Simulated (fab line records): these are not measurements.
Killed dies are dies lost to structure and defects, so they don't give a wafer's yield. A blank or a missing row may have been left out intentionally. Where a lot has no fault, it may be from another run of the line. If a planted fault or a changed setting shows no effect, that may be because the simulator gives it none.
fab line records    flow n5-finfet
record lots=5  wafers=15  last-day=19
route steps=1938 shown BEOL_M0_SAQP@656 BEOL_M4@1111 PASSIVATION@1936
lots that met no fault: taken from a fault-free run of the same line
start-h: hours from the record's opening day to when the first of the lot's shown wafers began    wait-h: time in hours since the lot's previous step    " same as the row above    L1.1+2: several wafers, shown together as one row    - no value present, or no start provided    * or withheld: withheld    < > ~ a bound
route shown NAME@n: names a module that has steps shown in the file, with the first one's number in the route    usual: average and standard deviation across the fault-free wafers    same: alike in all rows    chamber/n: place in a boat    sites: per-site readings    _std_site: how widely they spread, as a standard deviation    _edge_site: inner sites' mean taken away from outer sites' mean    radius-mm: how far each site lies from the wafer's centre    mask NAME#n: copy n    behind: tool/chamber where the wafer was last shaped    hold: why the lot was held/for how many hours/how that ended    device: which transistor (n, p or np) failed to switch    end of line: tests of these same wafers at the route's end    a step with no rows: only its recipe    killed: the dies lost at the first sort to structure and to defects; this is not the yield of the wafer    map: shows each die of a wafer: x if killed, . if not, _ if none is there
set.NAME: the run value of the setting; set.NAME@STEP: its run value at that earlier step    model.NAME: the simulator's own value behind a step, which no gauge read
lots at some steps of the route; a table a step, a row a wafer
## steps
# step N5_BEOL_M0_SAQP_HM_OPEN_112
# recipe chemistry=CHF3/O2  target=SiO2  stop-on=a-Si  target-depth-a=120  over-etch-frac=1.25  mask-material=SOC  time-s=13.5  pressure-mtorr=30  source-w=650  bias-w=170  Ar_flow_sccm=200  CHF3_flow_sccm=50  O2_flow_sccm=5  ion-energy-ev=200  ends=end-point
# step N5_BEOL_M0_SAQP_STRIP_113
# recipe chemistry=CHF3/O2  resist=SiARC  rf-frequency-hz=6e+07
# step N5_BEOL_M0_SAQP_MANDREL_ETCH_20
# recipe target-depth-a=600  chemistry=HBr/Cl2  target=a-Si  stop-on=SiNx  bt-time-s=10  mask-material=SOC  over-etch-frac=0.5  time-s=30  pressure-mtorr=10  icp-w=800  bias-w=75  HBr_flow_sccm=150  Cl2_flow_sccm=80  ends=end-point
# step N5_BEOL_M0_SAQP_STRIP_86
# recipe chemistry=N2/H2  power-w=500  temp-c=40  pressure-mtorr=50  rf-frequency-hz=6e+07  overash-fraction=0.3  bias-power-w=28  h2-frac=0.5  n2-flow-sccm=300  h2-flow-sccm=300
# step N5_BEOL_M0_SAQP_STRIP_115
# recipe chemistry=post-etch-residue-remover  time-s=60  temp-c=25  remover-ph=withheld  remover-water-wt-pct=withheld  remover-fluoride-wt-pct=withheld
# step N5_BEOL_M0_SAQP_SRD_93
# recipe dry=ipa-marangoni  time-s=30  temp-c=23  rinse-liquid=diw
# step N5_BEOL_M0_SAQP_RECESS_114
# recipe chemistry=HF/NH3  target=SiO2  target-depth-a=144  afs-cycles=3  temp-c=30  sublimation-temp-c=180  sublimation-time-s=60
# step N5_BEOL_M0_SAQP_SPACER1_ALD_98
# recipe material=SiO2  target-thk-a=128  temp-c=300  ald-precursor-family=BDEAS  ald-co-reactant=O2-plasma  pulse-time-s=1  purge-time-s=2  co-reactant-purge-time-s=2  ald-cycles=138  pressure-torr=2
# step N5_BEOL_M0_SAQP_SPACER1_ETCHBACK_99
# recipe chemistry=CHF3/O2  mode=anisotropic-etchback  target=SiO2  target-depth-a=154  time-s=7.7  pressure-mtorr=30  source-w=650  bias-w=170  Ar_flow_sccm=200  CHF3_flow_sccm=50  O2_flow_sccm=5  ion-energy-ev=200
# step N5_BEOL_M0_SAQP_MANDREL1_REMOVE_100
# recipe chemistry=HBr/Cl2/O2  bt-time-s=10  target=a-Si  stop-on=SiNx  endpoint=OES-SiCl  over-etch-frac=0.85  icp-w=600  bias-w=30  HBr_flow_sccm=150  Cl2_flow_sccm=80  O2_flow_sccm=5  pressure-mtorr=10
# step N5_BEOL_M0_SAQP_ETCH_101
# recipe chemistry=CH3F/O2  target=SiNx  mask-material=SiO2  target-depth-a=299  time-s=42.7  pressure-mtorr=30  source-w=395  bias-w=73  Ar_flow_sccm=150  CH3F_flow_sccm=30  O2_flow_sccm=20  ion-energy-ev=120
# step N5_BEOL_M0_SAQP_ETCH_102
# recipe chemistry=CF4  target=SiO2  target-depth-a=40  ion-energy-ev=350  time-s=4.4  pressure-mtorr=10  icp-w=800  bias-w=400  cf4-flow-sccm=80
# usual bias-w=399.8/1.2  cf4-flow-sccm=80.01/0.26  drypump-motor-current-A=5.7/0.34  oes-product-au=1.000/0.022  throttle-valve-pct=21.81/0.18
lot.wafer  tool       chamber  start-h  wait-h  bias-w  cf4-flow-sccm  drypump-motor-current-A  oes-product-au  rf-hours-counter-h  throttle-valve-pct
L836.1     rie-si-04  3        141.82   0.1     -       -              -                        -               -                   -
L836.2     "          2        "        "       -       -              -                        -               -                   -
L836.5     "          2        "        "       -       -              -                        -               -                   -
L837.1     rie-si-04  2        145.37   0.1     -       -              -                        -               -                   -
L837.3     "          1        "        "       -       -              -                        -               -                   -
L837.5     "          3        "        "       -       -              -                        -               -                   -
L838.1     rie-si-03  3        153.43   0.1     -       -              -                        -               -                   -
L838.4     "          0        "        "       -       -              -                        -               -                   -
L838.6     "          1        "        "       -       -              -                        -               -                   -
L844.1     rie-si-04  3        191.73   0.1     399.4   80.18          5.8                      1.029           125                 21.69
L844.2     "          1        "        "       400.5   80.08          5.8                      0.999           74                  22.08
L844.6     "          0        "        "       400.7   80.18          6.0                      1.006           -                   22.06
L853.3     rie-si-04  0        242.11   0.1     397.9   80.03          6.0                      1.008           8                   22.04
L853.5     "          2        "        "       402.1   80.16          5.3                      0.982           -                   21.90
L853.6     "          3        "        "       399.4   79.99          5.8                      1.037           -                   21.70
# step N5_BEOL_M0_SAQP_MANDREL_ETCH_103
# recipe chemistry=HBr/Cl2  target=a-Si  target-depth-a=450  bt-time-s=10  stop-on=SiCN  mask-material=SiO2  over-etch-frac=0.8  time-s=27  pressure-mtorr=10  icp-w=800  bias-w=75  HBr_flow_sccm=150  Cl2_flow_sccm=80  ends=end-point
# step N5_BEOL_M4_RC_MEAS_101
# usual DIBL_N=36.3/1.6  DIBL_P=36.4/2.1  IOFF_N=0.16/0.032  IOFF_P=0.22/0.044  ION_N=675/12  ION_P=463/8.3  SS_N=71.6/0.64  SS_P=73.3/0.67  VT_N=250/3.3  VT_P=-250/3.7
lot.wafer  tool       chamber  start-h  wait-h  DIBL_N[mV/V]  DIBL_P[mV/V]  IOFF_N[nA/um]  IOFF_P[nA/um]  ION_N[uA/um]  ION_P[uA/um]  SS_N[mV/dec]  SS_P[mV/dec]  VT_N[mV]  VT_P[mV]
L844.1     prober-01  0        291.12   0.0     37.7          38.8          0.21           0.25           681           462           72.8          74.3          245       -247
L844.2     "          0        "        "       39.5          42.2          0.26           0.33           704           480           73.4          74.9          245       -244
L844.6     "          0        "        "       36.5          38.8          0.19           0.25           693           476           72.3          73.4          247       -248
L853.3     prober-02  0        354.79   0.3     38.2          40.3          0.19           0.23           686           464           72.5          74.5          246       -249
L853.5     "          0        "        "       33.0          33.1          0.10           0.13           661           447           71.4          71.3          259       -259
L853.6     "          0        "        "       36.2          37.2          0.14           0.18           674           456           71.7          73.7          252       -254
# step N5_PASSIVATION_PROBE_49
# usual defect-limited-yield=91.4/1.2  killed_at_M0_to_M3=35/11  killed_at_M4_up=14/6  killed-at-contacts=12/6.7  killed-at-front-end=37/9.7  killed-at-other=3.5/2.5  killed-dies=102/15  killed-on-rim=13/3.6  killed-open=67/12  killed-short=33/7.3  sort_bin_5_function=5.1/0.81  sort_bin_6_memory=3.2/0.65  sort-n-pass=1078/15  sort-yield-pct=91.4/1.2
# same gross-dies=1180  killed-at-back-side=0  sort_bin_4_leakage[%]=0  sort_bin_8_speed[%]=0
lot.wafer  tool       chamber  start-h  wait-h  defect-limited-yield[%]  killed_at_M0_to_M3  killed_at_M4_up  killed-at-contacts  killed-at-front-end  killed-at-other  killed-dies  killed-on-rim  killed-open  killed-short  sort_bin_5_function[%]  sort_bin_6_memory[%]  sort-n-pass  sort-yield-pct[%]
L836.1     prober-01  -        345.46   0.0     0                        1125                11               6                   37                   1                1180         152            64           30            97.4                    2.3                   0            0
L836.2     prober-01  -        345.51   0.1     0                        1120                14               9                   37                   0                1180         152            70           31            96.0                    3.6                   0            0
L836.5     prober-01  -        345.66   0.2     0                        1117                10               4                   49                   0                1180         152            70           31            96.2                    3.8                   0            0
L837.1     prober-01  -        354.94   0.0     0                        1090                14               24                  51                   1                1180         152            78           40            95.4                    4.1                   0            0
L837.3     prober-01  -        355.04   0.1     0                        1120                12               7                   36                   5                1180         152            72           50            96.2                    3.5                   0            0
L837.5     prober-01  -        355.14   0.2     0                        1107                23               14                  34                   2                1180         152            83           37            96.0                    3.6                   0            0
L838.1     prober-01  -        359.73   0.0     0                        1130                8                6                   31                   5                1180         152            46           32            97.5                    2.3                   0            0
L838.4     prober-01  -        359.88   0.2     0                        1125                8                7                   39                   1                1180         152            72           31            95.8                    3.6                   0            0
L838.6     prober-01  -        359.98   0.3     0                        1110                14               11                  41                   4                1180         152            65           34            96.6                    3.0                   0            0
L844.2     prober-02  -        389.69   0.1     90.6                     34                  29               5                   38                   5                111          12             84           27            6.0                     3.1                   1069         90.6
# killed by level:class
L836.1 BEOL_M0_SAQP:area-etch=1085 BEOL_M2:geometric-particle:open=12 FIN_SAQP:geometric-particle:short=9 STI_FIN_REVEAL:geometric-particle:open=8 BEOL_M3:geometric-particle:open=6 BEOL_M2:geometric-particle:short=6 FIN_SAQP:geometric-particle:open=5 BEOL_M4:geometric-particle:open=5
L836.2 BEOL_M0_SAQP:area-etch=1077 BEOL_M2:geometric-particle:open=23 FIN_SAQP:geometric-particle:short=10 MOL_CONTACT_COAG:geometric-particle:open=8 BEOL_M0_SAQP:geometric-particle:open=6 BEOL_M3:geometric-particle:open=5 STI_FIN_REVEAL:geometric-particle:open=4 DUMMY_GATE:geometric-particle:open=4
L836.5 BEOL_M0_SAQP:area-etch=1078 BEOL_M2:geometric-particle:open=13 FIN_SAQP:geometric-particle:open=12 STI_FIN_REVEAL:geometric-particle:open=11 BEOL_M0_SAQP:geometric-particle:open=9 FIN_SAQP:geometric-particle:short=6 BEOL_M0_SAQP:geometric-particle:short=6 STI_FIN_REVEAL:geometric-particle:short=5
L837.1 BEOL_M0_SAQP:area-etch=1062 MOL_CONTACT_COAG:geometric-particle:open=17 FIN_SAQP:geometric-particle:short=13 FIN_SAQP:geometric-particle:open=11 STI_FIN_REVEAL:geometric-particle:open=10 BEOL_M4:geometric-particle:open=8 DUMMY_GATE:geometric-particle:open=7 MOL_CONTACT_COAG:geometric-particle:short=7
L837.3 BEOL_M0_SAQP:area-etch=1057 BEOL_M0_SAQP:geometric-particle:short=22 BEOL_M0_SAQP:geometric-particle:open=17 BEOL_M2:geometric-particle:open=12 FIN_SAQP:geometric-particle:short=9 FIN_SAQP:geometric-particle:open=7 MOL_CONTACT_COAG:geometric-particle:open=5 STARTING-WAFER:geometric-particle:open=5
L837.5 BEOL_M0_SAQP:area-etch=1056 BEOL_M0_SAQP:geometric-particle:open=16 MOL_CONTACT_COAG:geometric-particle:open=11 STI_FIN_REVEAL:geometric-particle:open=10 BEOL_M4:geometric-particle:open=9 FIN_SAQP:geometric-particle:short=8 BEOL_M0_SAQP:geometric-particle:short=7 BEOL_M3:geometric-particle:short=7
L838.1 BEOL_M0_SAQP:area-etch=1102 FIN_SAQP:geometric-particle:open=9 FIN_SAQP:geometric-particle:short=7 MOL_CONTACT_COAG:geometric-particle:open=6 BEOL_M2:geometric-particle:open=5 GATE_CUT:geometric-particle:short=4 BEOL_M1:geometric-particle:short=4 BEOL_M3:geometric-particle:open=4
L838.4 BEOL_M0_SAQP:area-etch=1077 BEOL_M1:geometric-particle:open=13 FIN_SAQP:geometric-particle:open=9 BEOL_M1:geometric-particle:short=8 FIN_SAQP:geometric-particle:short=7 MOL_CONTACT_COAG:geometric-particle:open=7 BEOL_M0_SAQP:geometric-particle:open=6 GATE_CUT:geometric-particle:open=6
L838.6 BEOL_M0_SAQP:area-etch=1081 FIN_SAQP:geometric-particle:short=9 MOL_CONTACT_COAG:geometric-particle:open=9 DUMMY_GATE:geometric-particle:open=8 BEOL_M4:geometric-particle:open=8 BEOL_M3:geometric-particle:open=6 STI_FIN_REVEAL:geometric-particle:open=6 BEOL_M0_SAQP:geometric-particle:short=6
L844.2 BEOL_M4:geometric-particle:open=14 BEOL_M3:geometric-particle:open=11 FIN_SAQP:geometric-particle:open=10 DUMMY_GATE:geometric-particle:open=10 BEOL_M4:geometric-particle:short=5 GATE_CUT:geometric-particle:short=4 GATE_CUT:geometric-particle:open=4 MOL_CONTACT_COAG:geometric-particle:open=4
# map L836.1 (x killed, . not)
_________________xxxxxxxxxxxx________________
______________xxxxxxxxxxxxxxxxxx_____________
___________xxxxxxxxxxxxxxxxxxxxxxxx__________
__________xxxxxxxxxxxxxxxxxxxxxxxxxx_________
________xxxxxxxxxxxxxxxxxxxxxxxxxxxxxx_______
_______xxxxxxxxxxxxxxxxxxxxxxxxxxxxxxxx______
______xxxxxxxxxxxxxxxxxxxxxxxxxxxxxxxxxx_____
_____xxxxxxxxxxxxxxxxxxxxxxxxxxxxxxxxxxxx____
____xxxxxxxxxxxxxxxxxxxxxxxxxxxxxxxxxxxxxx___
___xxxxxxxxxxxxxxxxxxxxxxxxxxxxxxxxxxxxxxxx__
___xxxxxxxxxxxxxxxxxxxxxxxxxxxxxxxxxxxxxxxx__
__xxxxxxxxxxxxxxxxxxxxxxxxxxxxxxxxxxxxxxxxxx_
__xxxxxxxxxxxxxxxxxxxxxxxxxxxxxxxxxxxxxxxxxx_
_xxxxxxxxxxxxxxxxxxxxxxxxxxxxxxxxxxxxxxxxxxxx
_xxxxxxxxxxxxxxxxxxxxxxxxxxxxxxxxxxxxxxxxxxxx
_xxxxxxxxxxxxxxxxxxxxxxxxxxxxxxxxxxxxxxxxxxxx
_xxxxxxxxxxxxxxxxxxxxxxxxxxxxxxxxxxxxxxxxxxxx
_xxxxxxxxxxxxxxxxxxxxxxxxxxxxxxxxxxxxxxxxxxxx
_xxxxxxxxxxxxxxxxxxxxxxxxxxxxxxxxxxxxxxxxxxxx
_xxxxxxxxxxxxxxxxxxxxxxxxxxxxxxxxxxxxxxxxxxxx
_xxxxxxxxxxxxxxxxxxxxxxxxxxxxxxxxxxxxxxxxxxxx
__xxxxxxxxxxxxxxxxxxxxxxxxxxxxxxxxxxxxxxxxxx_
__xxxxxxxxxxxxxxxxxxxxxxxxxxxxxxxxxxxxxxxxxx_
___xxxxxxxxxxxxxxxxxxxxxxxxxxxxxxxxxxxxxxxx__
___xxxxxxxxxxxxxxxxxxxxxxxxxxxxxxxxxxxxxxxx__
____xxxxxxxxxxxxxxxxxxxxxxxxxxxxxxxxxxxxxx___
_____xxxxxxxxxxxxxxxxxxxxxxxxxxxxxxxxxxxx____
______xxxxxxxxxxxxxxxxxxxxxxxxxxxxxxxxxx_____
_______xxxxxxxxxxxxxxxxxxxxxxxxxxxxxxxx______
________xxxxxxxxxxxxxxxxxxxxxxxxxxxxxx_______
__________xxxxxxxxxxxxxxxxxxxxxxxxxx_________
___________xxxxxxxxxxxxxxxxxxxxxxxx__________
______________xxxxxxxxxxxxxxxxxx_____________
_________________xxxxxxxxxxxx________________
# map L837.1 (x killed, . not)
_________________xxxxxxxxxxxx________________
______________xxxxxxxxxxxxxxxxxx_____________
___________xxxxxxxxxxxxxxxxxxxxxxxx__________
__________xxxxxxxxxxxxxxxxxxxxxxxxxx_________
________xxxxxxxxxxxxxxxxxxxxxxxxxxxxxx_______
_______xxxxxxxxxxxxxxxxxxxxxxxxxxxxxxxx______
______xxxxxxxxxxxxxxxxxxxxxxxxxxxxxxxxxx_____
_____xxxxxxxxxxxxxxxxxxxxxxxxxxxxxxxxxxxx____
____xxxxxxxxxxxxxxxxxxxxxxxxxxxxxxxxxxxxxx___
___xxxxxxxxxxxxxxxxxxxxxxxxxxxxxxxxxxxxxxxx__
___xxxxxxxxxxxxxxxxxxxxxxxxxxxxxxxxxxxxxxxx__
__xxxxxxxxxxxxxxxxxxxxxxxxxxxxxxxxxxxxxxxxxx_
__xxxxxxxxxxxxxxxxxxxxxxxxxxxxxxxxxxxxxxxxxx_
_xxxxxxxxxxxxxxxxxxxxxxxxxxxxxxxxxxxxxxxxxxxx
_xxxxxxxxxxxxxxxxxxxxxxxxxxxxxxxxxxxxxxxxxxxx
_xxxxxxxxxxxxxxxxxxxxxxxxxxxxxxxxxxxxxxxxxxxx
_xxxxxxxxxxxxxxxxxxxxxxxxxxxxxxxxxxxxxxxxxxxx
_xxxxxxxxxxxxxxxxxxxxxxxxxxxxxxxxxxxxxxxxxxxx
_xxxxxxxxxxxxxxxxxxxxxxxxxxxxxxxxxxxxxxxxxxxx
_xxxxxxxxxxxxxxxxxxxxxxxxxxxxxxxxxxxxxxxxxxxx
_xxxxxxxxxxxxxxxxxxxxxxxxxxxxxxxxxxxxxxxxxxxx
__xxxxxxxxxxxxxxxxxxxxxxxxxxxxxxxxxxxxxxxxxx_
__xxxxxxxxxxxxxxxxxxxxxxxxxxxxxxxxxxxxxxxxxx_
___xxxxxxxxxxxxxxxxxxxxxxxxxxxxxxxxxxxxxxxx__
___xxxxxxxxxxxxxxxxxxxxxxxxxxxxxxxxxxxxxxxx__
____xxxxxxxxxxxxxxxxxxxxxxxxxxxxxxxxxxxxxx___
_____xxxxxxxxxxxxxxxxxxxxxxxxxxxxxxxxxxxx____
______xxxxxxxxxxxxxxxxxxxxxxxxxxxxxxxxxx_____
_______xxxxxxxxxxxxxxxxxxxxxxxxxxxxxxxx______
________xxxxxxxxxxxxxxxxxxxxxxxxxxxxxx_______
__________xxxxxxxxxxxxxxxxxxxxxxxxxx_________
___________xxxxxxxxxxxxxxxxxxxxxxxx__________
______________xxxxxxxxxxxxxxxxxx_____________
_________________xxxxxxxxxxxx________________
## key
first-sign step=N5_BEOL_M0_SAQP_ETCH_102  reading=tool-record  direction=missing
effect step=N5_PASSIVATION_PROBE_49  reading=sort_bin_5_function  direction=up  sigmas=99+  usual=5.1  struck=96.3
more-kills-born-at N5_BEOL_M0_SAQP_ETCH_102@rie-si-04=6415  N5_BEOL_M0_SAQP_ETCH_102@rie-si-03=3260
met-at N5_BEOL_M0_SAQP_ETCH_102
struck-wafers L836.1,L836.2,L836.5,L837.1,L837.3,L837.5,L838.1,L838.4,L838.6
later-rows-left-out L836.1,L836.2,L836.5,L837.1,L837.3,L837.5,L838.1,L838.4,L838.6
fault kind=skipped-step-whole  tool=rie-si-03,rie-si-04  chamber=-  onset-h=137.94  steps=N5_BEOL_M0_SAQP_ETCH_102  scope=struck-lots-only
# later-rows-left-out: the simulator's readings of these wafers behind a module that went badly wrong aren't trusted and aren't shown, but for the sort
